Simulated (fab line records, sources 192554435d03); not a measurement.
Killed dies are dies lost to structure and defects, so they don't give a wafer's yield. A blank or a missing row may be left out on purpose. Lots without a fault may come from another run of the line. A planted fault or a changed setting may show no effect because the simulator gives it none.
Chamber matching | flow n5_finfet | N5_MOL_CONTACT_COAG_ALD_123 on ald_sin-03: 4 sister chambers
The step deposits SiNx, target thk 5 nm, pulse time 1 s, purge time 2 s. 4 wafers are shown with their chamber, then 7 later ones without.

WAFERS WITH THEIR CHAMBER
wafer  | chamber | heater_power_w (W)
L765.3 | 0       | 787
L765.5 | 3       | 857
L775.1 | 1       | 811
L775.5 | 2       | 799

WAFERS WITHOUT THEIR CHAMBER
wafer  | heater_power_w (W)
L773.2 | 800
L773.4 | 869
L774.4 | 879
L774.5 | 797
L774.6 | 789
L778.1 | 848
L778.3 | 793

WHICH CHAMBER EACH WENT THROUGH
wafer  | from the rows above          | in truth
L773.2 | can't be placed: 2 or 1 or 0 | 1
L773.4 | 3                            | 3
L774.4 | 3                            | 3
L774.5 | can't be placed: 2 or 0 or 1 | 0
L774.6 | can't be placed: 0 or 2 or 1 | 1
L778.1 | 3                            | 3
L778.3 | can't be placed: 0 or 2 or 1 | 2
Placed correctly: 3 of 7. Can't be placed from these rows: 4 (the true chamber is among the candidates in 4). Placed wrongly: 0.
How it was worked out, from the rows above alone: a wafer's distance from a chamber is the root of the sum, over the readings, of the square of ((its reading less the chamber's mean) divided by the reading's scatter). The wafer belongs to the nearest chamber; if the next one is less than 2 further off, it can't be placed. A chamber's mean is the mean of its shown wafers. The scatter: with one shown wafer a chamber, the root of the mean of the squares of how far each hidden wafer lies from its nearest shown one.
